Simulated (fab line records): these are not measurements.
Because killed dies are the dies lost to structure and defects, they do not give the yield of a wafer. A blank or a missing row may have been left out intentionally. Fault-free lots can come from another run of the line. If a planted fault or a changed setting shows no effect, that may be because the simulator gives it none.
Matching of chambers / flow n5 finfet / N5_DUMMY_GATE_ETCH_23 on rie si-02 has 4 sister chambers
The step etches poly-Si in HBr/Cl2/O2, target depth 41 nm, time 22.3 s. 8 wafers are shown with their chamber, then 7 later ones without.

== WAFERS WITH THEIR CHAMBER ==
wafer=L078.3; chamber=3; throttle valve pct (%)=37.27; drypump motor current A (A)=6.1
wafer=L079.3; chamber=0; throttle valve pct (%)=37.13; drypump motor current A (A)=5.1
wafer=L079.4; chamber=3; throttle valve pct (%)=37.27; drypump motor current A (A)=6.1
wafer=L085.2; chamber=0; throttle valve pct (%)=37.12; drypump motor current A (A)=5.2
wafer=L085.3; chamber=2; throttle valve pct (%)=36.62; drypump motor current A (A)=6.3
wafer=L085.6; chamber=1; throttle valve pct (%)=37.06; drypump motor current A (A)=5.5
wafer=L088.2; chamber=2; throttle valve pct (%)=36.62; drypump motor current A (A)=6.3
wafer=L088.3; chamber=1; throttle valve pct (%)=37.08; drypump motor current A (A)=5.5

== WAFERS WITHOUT THEIR CHAMBER ==
wafer=L088.5; throttle valve pct (%)=37.27; drypump motor current A (A)=6.1
wafer=L091.3; throttle valve pct (%)=37.28; drypump motor current A (A)=6.1
wafer=L091.5; throttle valve pct (%)=36.64; drypump motor current A (A)=6.3
wafer=L091.6; throttle valve pct (%)=37.28; drypump motor current A (A)=6.1
wafer=L094.1; throttle valve pct (%)=37.29; drypump motor current A (A)=6.1
wafer=L094.2; throttle valve pct (%)=37.13; drypump motor current A (A)=5.1
wafer=L094.5; throttle valve pct (%)=36.61; drypump motor current A (A)=6.3

== CHAMBER TAKEN BY EACH ==
wafer=L088.5; from the rows above=3; in truth=3
wafer=L091.3; from the rows above=3; in truth=3
wafer=L091.5; from the rows above=2; in truth=2
wafer=L091.6; from the rows above=3; in truth=3
wafer=L094.1; from the rows above=3; in truth=3
wafer=L094.2; from the rows above=0; in truth=0
wafer=L094.5; from the rows above=2; in truth=2
Correctly placed: 7 of 7. Not placeable from these rows: 0. Number placed wrongly: 0.
How it was worked out, from the rows above alone: a wafer's distance from a chamber is the root of the sum, over the readings, of the square of ((its reading less the chamber's mean) divided by the reading's scatter). If the next closest chamber is less than 2 further off than the closest, the wafer can't be placed; otherwise it belongs to the closest. Each chamber's mean is taken over the wafers shown for it. How the scatter is found: for the shown wafers, subtract from each reading the mean of its chamber, square and add these, divide the total by (wafers less chambers), then take the root.
